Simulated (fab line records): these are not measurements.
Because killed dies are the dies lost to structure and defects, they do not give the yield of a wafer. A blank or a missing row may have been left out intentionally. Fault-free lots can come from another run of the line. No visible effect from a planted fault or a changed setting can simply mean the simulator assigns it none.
fab line records	flow nand_harc
[record] lots = 10	wafers = 30	last_day = 25
route steps=1159 shown A_STAIRCASE@665 END@1159
lots untouched by any fault: they come from a run of this same line in which no faults occurred
start_h: start of the lot's first displayed wafer, in hours after the record's first day	wait_h: time in hours since the lot's previous step	" the same as in the row above	L1.1+2: one row covering several wafers at once	- no value present, or no start provided	* or withheld: withheld	< > ~ a bound
route shown NAME@n: a module of which the file shows steps, and the number in the route of the first	usual: the fault-free wafers' mean and standard deviation	same: alike in all rows	chamber/n: place in a boat	sites: the reading at each site	_std_site: how widely they spread, as a standard deviation	_edge_site: mean of outer sites minus mean of inner sites	radius_mm: for every site, how far away it sits from the centre of the wafer	mask NAME#n: copy n	behind: the most recent tool/chamber to have shaped the wafer	hold: what put the lot on hold/how long, in hours/how the hold closed	device: the n, p or np transistor that did not switch	end of line: tests of these same wafers at the route's end	a step with no rows: only its recipe	killed: at the first sort, the dies lost to defects and structure; wafer yield is something else	map: shows each die of a wafer: x if killed, . if not, _ if none is there
set.NAME: the setting that was run; set.NAME@STEP: the one run at that earlier step	model.NAME: the simulator's own value behind a step, which no gauge read
the route's steps for a sample of lots (tables are steps, rows are wafers)
services: the hour from which a tool's chamber was out of use, counted from the record's first day as start_h (under 0 if before that day), plus the number of hours and why
[[steps]]
[step NHARC_A_STAIRCASE_ETCH_292]
[recipe] cf4_flow_sccm = 100	chf3_flow_sccm = 30	ar_flow_sccm = 0	rf_w = 500	bias_w = 200	chemistry = CF4/CHF3
[usual] cf4_flow_sccm = 100.0/0.3	drypump_motor_current_A = 5.7/0.3	oes_product_au = 0.954/0.021	rf_vpp_V = 370.7/2.8	showerhead_plenum_p_Torr = 1.58/0.079	throttle_valve_pct = 16.804/0.0097
lot.wafer	tool	chamber	start_h	wait_h	cf4_flow_sccm	drypump_motor_current_A	oes_product_au	rf_hours_counter_h	rf_vpp_V	showerhead_plenum_p_Torr	throttle_valve_pct
L739.3	rie_diel-02	2	265.39	0.2	99.7	5.9	0.919	39	373.8	1.69	16.829
L739.4	"	3	"	"	100.6	5.5	0.933	39	367.0	1.49	16.815
L739.6	"	1	"	"	99.7	5.6	0.916	-	370.2	1.59	16.802
L738.3	rie_diel-09	3	269.88	0.1	99.9	6.2	0.951	4	375.5	1.68	16.814
L738.4	"	1	"	"	100.3	5.2	0.941	3	373.3	1.65	16.791
L738.5	"	3	"	"	100.0	6.2	0.955	-	373.7	1.68	16.802
L740.2	rie_diel-02	2	279.91	0.1	100.1	5.9	0.972	43	373.5	1.69	16.809
L740.6	"	2	"	"	100.1	5.9	0.979	-	374.2	1.69	16.785
L740.5	"	3	"	"	100.2	5.5	0.952	-	366.9	1.49	16.808
L745.4	rie_diel-02	1	303.41	0.1	99.2	5.6	0.963	55	369.3	1.58	16.811
L745.1	"	3	"	"	99.3	5.5	0.956	50	367.9	1.49	16.799
L745.6	"	1	"	"	99.8	5.6	0.968	-	370.9	1.58	16.812
L744.2	rie_diel-09	2	307.53	0.1	100.0	5.6	0.990	18	371.0	1.59	16.816
L744.5	"	1	"	"	99.9	5.2	0.968	-	372.2	1.64	16.796
L744.6	"	2	"	"	99.8	5.6	0.994	-	370.1	1.59	16.807
L746.4	rie_diel-09	1	317.90	0.1	99.9	5.2	0.953	18	372.4	1.64	16.825
L746.6	"	2	"	"	99.6	5.6	0.968	-	371.6	1.59	16.824
L746.5	"	3	"	"	99.7	6.2	0.990	-	374.4	1.68	16.803
L747.3	rie_diel-03	2	328.20	0.1	100.1	5.3	0.938	38	374.9	1.69	16.807
L747.2	"	3	"	"	100.4	6.3	0.936	39	367.1	1.48	16.791
L747.5	"	3	"	"	99.8	6.2	0.942	-	367.0	1.48	16.791
L753.1	rie_diel-03	1	356.07	0.1	100.3	5.7	0.981	49	367.2	1.46	16.808
L753.4	"	0	"	"	100.0	5.3	0.963	50	368.8	1.51	16.809
L753.6	"	1	"	"	100.1	5.7	0.975	-	365.5	1.46	16.802
L754.3	rie_diel-03	0	357.76	0.1	99.7	5.2	0.944	51	369.2	1.51	16.803
L754.2	"	2	"	"	100.2	5.3	0.923	51	375.1	1.69	16.799
L754.6	"	0	"	"	99.5	5.2	0.931	-	368.6	1.51	16.809
L759.3	rie_diel-09	1	398.68	0.1	100.6	5.2	0.948	47	372.5	1.64	16.822
L759.2	"	3	"	"	99.8	6.2	0.965	54	372.9	1.67	16.811
L759.5	"	1	"	"	99.8	5.2	0.943	-	373.3	1.64	16.819
[step NHARC_A_STAIRCASE_HM_OPEN_463]
[recipe] o2_flow_sccm = 400	cos_flow_sccm = 20	ar_flow_sccm = 0	rf_w = 500	bias_w = 300	chemistry = O2/COS
[usual] drypump_motor_current_A = 5.7/0.32	oes_product_au = 1.001/0.011	rf_vpp_V = 467/3.7	showerhead_plenum_p_Torr = 3.10/0.17	throttle_valve_pct = 28.330/0.0091
lot.wafer	tool	chamber	start_h	wait_h	drypump_motor_current_A	oes_product_au	rf_hours_counter_h	rf_vpp_V	showerhead_plenum_p_Torr	throttle_valve_pct
L739.4	rie_diel-02	0	-	-	5.8	1.001	43	468	3.13	28.325
L739.3	"	2	"	"	5.9	0.988	42	472	3.35	28.335
L739.6	"	3	"	"	5.6	0.989	-	463	2.96	28.329
L738.3	rie_diel-03	3	-	-	6.3	0.983	21	463	2.94	28.327
L738.4	"	0	"	"	5.2	1.014	20	464	3.01	28.338
L738.5	"	0	"	"	5.2	0.999	-	464	3.01	28.324
L740.2	rie_diel-03	2	-	-	5.3	1.010	25	472	3.36	28.345
L740.6	"	3	"	"	6.3	1.005	-	464	2.94	28.327
L740.5	"	0	"	"	5.2	1.007	-	465	3.01	28.339
L745.4	rie_diel-09	1	-	-	5.2	0.990	16	469	3.26	28.329
L745.1	"	2	"	"	5.6	0.999	18	467	3.15	28.343
L745.6	"	0	"	"	5.6	1.016	-	463	2.97	28.339
L744.2	rie_diel-09	1	-	-	5.2	0.997	17	471	3.26	28.337
L744.5	"	2	"	"	5.6	1.010	-	467	3.15	28.328
L744.6	"	3	"	"	6.2	1.001	-	470	3.33	28.330
L746.4	rie_diel-03	3	-	-	6.2	0.998	37	463	2.93	28.336
L746.5	"	0	"	"	5.3	1.015	-	464	3.01	28.335
L746.6	"	1	"	"	5.7	1.006	-	462	2.90	28.335
L747.3	rie_diel-03	0	-	-	5.2	1.008	41	465	3.00	28.314
L747.2	"	3	"	"	6.2	1.004	43	462	2.93	28.326
L747.5	"	0	"	"	5.2	1.010	-	464	3.00	28.343
L753.1	rie_diel-03	2	-	-	5.3	1.014	54	472	3.34	28.333
L753.4	"	3	"	"	6.2	0.998	55	462	2.92	28.321
L753.6	"	0	"	"	5.3	1.022	-	465	3.00	28.340
L754.2	rie_diel-09	3	-	-	6.2	1.011	43	471	3.32	28.319
L754.3	"	0	"	"	5.6	1.016	42	465	2.95	28.330
L754.6	"	2	"	"	5.6	1.012	-	469	3.14	28.323
L759.2	rie_diel-02	2	-	-	5.9	0.984	27	471	3.33	28.332
L759.3	"	0	"	"	5.8	0.999	24	466	3.11	28.337
L759.5	"	3	"	"	5.5	0.994	-	464	2.94	28.332
[step NHARC_A_STAIRCASE_ETCH_453]
[recipe] target_depth_a = 300	overetch_a = 30	time_s = 16.5	ion_energy_ev = 100	cf4_flow_sccm = 80	o2_flow_sccm = 20	ar_flow_sccm = 0	rf_w = 300	bias_w = 100	chemistry = CF4/O2
[usual] cf4_flow_sccm = 80.00/0.21	drypump_motor_current_A = 5.6/0.32	oes_ar_750_au = 1.000/0.0045	oes_f_703_au = 1.000/0.0044	oes_o_777_au = 1.000/0.0048	oes_product_au = 0.999/0.0093	rf_vpp_V = 197.7/1.7	showerhead_plenum_p_Torr = 1.33/0.074	throttle_valve_pct = 13.397/0.0094
lot.wafer	tool	chamber	start_h	wait_h	cf4_flow_sccm	drypump_motor_current_A	oes_ar_750_au	oes_f_703_au	oes_o_777_au	oes_product_au	rf_hours_counter_h	rf_vpp_V	showerhead_plenum_p_Torr	throttle_valve_pct
L739.4	rie_diel-02	2	271.15	-	79.85	5.9	0.996	0.993	0.998	0.995	42	200.0	1.44	13.389
L739.3	"	3	"	"	79.80	5.5	0.999	1.002	0.995	0.998	42	197.4	1.26	13.392
L739.6	"	0	"	"	80.15	5.8	0.999	1.003	1.000	1.000	-	197.9	1.34	13.402
L738.4	rie_diel-03	2	276.22	-	80.33	5.3	0.999	0.988	0.990	0.998	21	200.4	1.44	13.410
L738.3	"	0	"	"	80.05	5.2	1.002	1.002	0.997	1.016	20	195.6	1.29	13.397
L738.5	"	1	"	"	80.48	5.7	1.000	0.990	0.994	1.000	-	195.6	1.24	13.392
L740.2	rie_diel-03	1	287.19	-	79.70	5.7	0.997	1.002	1.001	0.996	25	195.1	1.24	13.398
L740.5	"	2	"	"	80.29	5.3	1.002	0.998	0.992	1.003	-	199.9	1.44	13.402
L740.6	"	3	"	"	79.69	6.2	1.010	1.006	0.996	0.992	-	196.4	1.25	13.385
L745.4	rie_diel-09	1	310.01	-	79.91	5.2	0.994	0.995	1.001	0.991	16	199.2	1.40	13.404
L745.1	"	0	"	"	80.02	5.5	1.001	1.001	1.002	1.003	17	196.1	1.27	13.387
L745.6	"	2	"	"	80.11	5.6	1.006	0.997	0.996	1.005	-	197.9	1.35	13.408
L744.2	rie_diel-09	2	314.31	-	79.66	5.6	1.006	0.994	0.998	1.005	19	197.7	1.35	13.412
L744.6	"	0	"	"	80.16	5.5	1.004	1.001	1.001	1.007	-	196.7	1.27	13.410
L744.5	"	1	"	"	79.88	5.2	1.006	0.999	0.984	0.989	-	198.9	1.40	13.403
L746.4	rie_diel-03	3	323.51	-	80.23	6.2	0.995	1.000	0.998	1.001	37	195.2	1.25	13.403
L746.6	"	2	"	"	80.19	5.3	1.009	1.005	0.998	0.995	-	199.9	1.44	13.416
L746.5	"	3	"	"	80.39	6.2	1.002	0.996	0.989	0.995	-	195.4	1.25	13.405
L747.3	rie_diel-03	1	334.28	-	80.03	5.7	0.991	1.001	0.996	1.000	40	196.3	1.24	13.425
L747.2	"	3	"	"	79.71	6.2	0.998	1.002	1.000	0.985	43	196.5	1.25	13.407
L747.5	"	0	"	"	79.83	5.2	0.997	0.997	1.000	1.016	-	195.8	1.28	13.404
L753.1	rie_diel-03	3	364.78	-	79.72	6.2	0.995	0.998	0.997	1.003	55	195.3	1.25	13.389
L753.4	"	0	"	"	80.09	5.3	0.999	1.001	0.998	1.008	54	197.7	1.28	13.383
L753.6	"	1	"	"	39.84	5.7	1.004	1.145	2.036	1.004	-	194.4	0.85	10.371
L754.3	rie_diel-09	3	366.61	-	79.96	6.2	0.997	1.002	1.001	1.006	43	198.9	1.42	13.380
L754.2	"	0	"	"	80.13	5.6	1.002	1.001	1.004	1.007	42	195.3	1.26	13.422
L754.6	"	0	"	"	80.06	5.6	1.001	0.999	0.994	1.018	-	195.6	1.26	13.391
L759.3	rie_diel-02	1	405.74	-	79.93	5.6	1.000	1.000	0.998	0.985	26	197.8	1.34	13.401
L759.2	"	3	"	"	79.97	5.5	0.997	0.998	1.007	1.001	24	197.0	1.26	13.380
L759.5	"	2	"	"	79.77	5.9	0.987	0.999	1.000	0.988	-	198.6	1.43	13.388
[step NHARC_A_STAIRCASE_STRIP_316]
[recipe] o2_flow_sccm = 500	ar_flow_sccm = 0	bias_w = 0	chemistry = O2
[usual] drypump_motor_current_A = 5.7/0.32	oes_product_au = 1.001/0.01	rf_vpp_V = 57.7/0.92	showerhead_plenum_p_Torr = 3.50/0.19	throttle_valve_pct = 17.037/0.0094
lot.wafer	tool	chamber	start_h	wait_h	drypump_motor_current_A	oes_product_au	rf_hours_counter_h	rf_vpp_V	showerhead_plenum_p_Torr	throttle_valve_pct
L739.4	rie_diel-02	3	-	-	5.6	0.995	42	57.1	3.35	17.021
L739.3	"	0	"	"	5.8	1.006	43	58.4	3.54	17.040
L739.6	"	3	"	"	5.6	0.989	-	58.7	3.35	17.041
L738.3	rie_diel-03	0	-	-	5.3	1.012	21	56.5	3.41	17.027
L738.4	"	2	"	"	5.3	1.002	21	57.9	3.80	17.056
L738.5	"	0	"	"	5.3	1.011	-	58.5	3.41	17.049
L740.2	rie_diel-03	0	-	-	5.3	1.022	26	59.0	3.40	17.037
L740.6	"	3	"	"	6.2	0.998	-	57.3	3.32	17.042
L740.5	"	0	"	"	5.3	1.010	-	58.0	3.40	17.034
L745.4	rie_diel-09	3	-	-	6.2	1.008	20	57.5	3.76	17.045
L745.1	"	0	"	"	5.6	1.012	18	57.2	3.35	17.039
L745.6	"	0	"	"	5.6	1.010	-	57.8	3.35	17.039
L744.2	rie_diel-09	1	-	-	5.2	0.987	17	58.3	3.68	17.043
L744.6	"	3	"	"	6.2	1.007	-	57.9	3.76	17.048
L744.5	"	0	"	"	5.5	0.999	-	57.9	3.35	17.028
L746.4	rie_diel-03	2	-	-	5.3	1.005	36	58.4	3.79	17.041
L746.5	"	1	"	"	5.7	1.003	-	57.5	3.28	17.051
L746.6	"	2	"	"	5.3	0.997	-	58.9	3.79	17.029
L747.2	rie_diel-03	0	-	-	5.3	1.015	42	56.8	3.40	17.041
L747.3	"	2	"	"	5.3	1.004	42	59.8	3.78	17.031
L747.5	"	1	"	"	5.7	1.006	-	57.0	3.28	17.034
L753.1	rie_diel-03	0	-	-	5.3	1.006	54	59.3	3.39	17.049
L753.4	"	1	"	"	5.7	1.003	53	56.6	3.28	17.031
L753.6	"	0	"	"	5.2	1.006	-	58.5	3.39	17.027
L754.2	rie_diel-09	0	-	-	5.5	0.999	42	57.3	3.34	17.035
L754.3	"	1	"	"	5.2	0.988	39	58.1	3.67	17.039
L754.6	"	3	"	"	6.2	0.997	-	58.0	3.75	17.037
L759.3	rie_diel-02	3	-	-	5.6	0.990	25	57.6	3.33	17.041
L759.2	"	1	"	"	5.6	0.982	26	58.1	3.53	17.035
L759.5	"	2	"	"	5.9	0.990	-	59.4	3.76	17.037
[step NHARC_END_SORT_01]
[recipe] temp_c = 25
[usual] killed_at_array = 25/9.7	killed_at_other = 0.7/0.87	killed_at_periphery = 3.3/2.3	killed_dies = 29/11	killed_open = 3.6/2.1	killed_short = 2.3/1.7
[same] gross_dies = 677
lot.wafer	tool	chamber	start_h	wait_h	killed_at_array	killed_at_other	killed_at_periphery	killed_dies	killed_open	killed_short
L739.3	prober-01	0	443.81	3.1	7	1	1	9	2	0
L739.4	prober-01	0	444.60	3.4	11	1	1	13	5	0
L739.6	prober-01	0	446.17	3.9	13	1	2	16	3	2
// killed by level:class
L739.3 A_CHANNEL_HOLE_D1:chamber_film_flake=3 P_CONTACT:geometric_particle:open=1 A_WL_FILL:geometric_particle:open=1 A_CONTACT:chamber_film_flake=1 A_STAIRCASE:chamber_film_flake=1 A_SLIT:chamber_film_flake=1 THIN_TSV:chamber_film_flake=1
L739.4 A_STAIRCASE:chamber_film_flake=4 A_M0:geometric_particle:open=2 A_CONTACT:chamber_film_flake=2 P_CONTACT:geometric_particle:open=1 A_CHANNEL_FILL_D1:geometric_particle:open=1 A_WL_FILL:geometric_particle:open=1 A_CHANNEL_HOLE_D1:chamber_film_flake=1 THIN_TSV:chamber_film_flake=1
L739.6 A_CONTACT:chamber_film_flake=7 A_CHANNEL_HOLE_D1:chamber_film_flake=2 P_STI:geometric_particle:open=1 P_CONTACT:geometric_particle:open=1 A_WL_FILL:geometric_particle:short=1 A_CONTACT:geometric_particle:open=1 A_BONDPAD:geometric_particle:short=1 A_STAIRCASE:chamber_film_flake=1
[[services]]
tool	chamber	start_h	hours	kind
rie_diel-03	0	248.84	-	clean
rie_diel-03	1	248.84	-	clean
rie_diel-03	2	248.84	-	clean
rie_diel-03	3	248.84	-	clean
rie_diel-02	2	255.85	4.5	repair
rie_diel-03	0	273.34	-	clean
rie_diel-03	1	273.34	-	clean
rie_diel-03	2	273.34	-	clean
rie_diel-03	3	273.34	-	clean
rie_diel-03	0	297.84	-	clean
rie_diel-03	1	297.84	-	clean
rie_diel-03	2	297.84	-	clean
rie_diel-03	3	297.84	-	clean
rie_diel-02	0	311.50	2.3	repair
rie_diel-03	0	322.36	-	clean
rie_diel-03	1	322.36	-	clean
rie_diel-03	2	322.36	-	clean
rie_diel-03	3	322.36	-	clean
rie_diel-02	-	328.17	9.0	pm
rie_diel-03	0	346.86	-	clean
rie_diel-03	1	346.86	-	clean
rie_diel-02	1	377.35	2.2	repair
rie_diel-03	-	392.41	9.0	pm
rie_diel-09	2	401.69	12.6	repair
[[key]]
[first_sign] step = NHARC_A_STAIRCASE_ETCH_453	reading = throttle_valve_pct	direction = down	sigmas = 99+	usual = 13.397	struck = 10.371
[effect] step = NHARC_A_STAIRCASE_ETCH_453	reading = oes_o_777_au	direction = up	sigmas = 99+	usual = 1.000	struck = 2.036
met_at NHARC_A_STAIRCASE_ETCH_453
struck_lots L753
struck_wafers L753.6
tester_left_out L753
not_acting_at NHARC_A_STAIRCASE_ETCH_292,NHARC_A_STAIRCASE_HM_OPEN_463,NHARC_A_STAIRCASE_STRIP_316
onset_between 334.28 364.78
[fault] kind = process_parameter_drift	tool = rie_diel-03	chamber = 1	onset_h = 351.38	steps = NHARC_A_STAIRCASE_ETCH_453	channel = cf4_flow_sccm	offset = -40	shape = step	end_h = 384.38	acts_in = these_recipes_only	stated = 80
// tester_left_out: of these lots the tester's yield and bins aren't shown, on N5 and GAA mostly nor the transistor test; their killed dies are dies lost to structure and defects alone, not to doping, threshold or leakage, so they don't give the yield
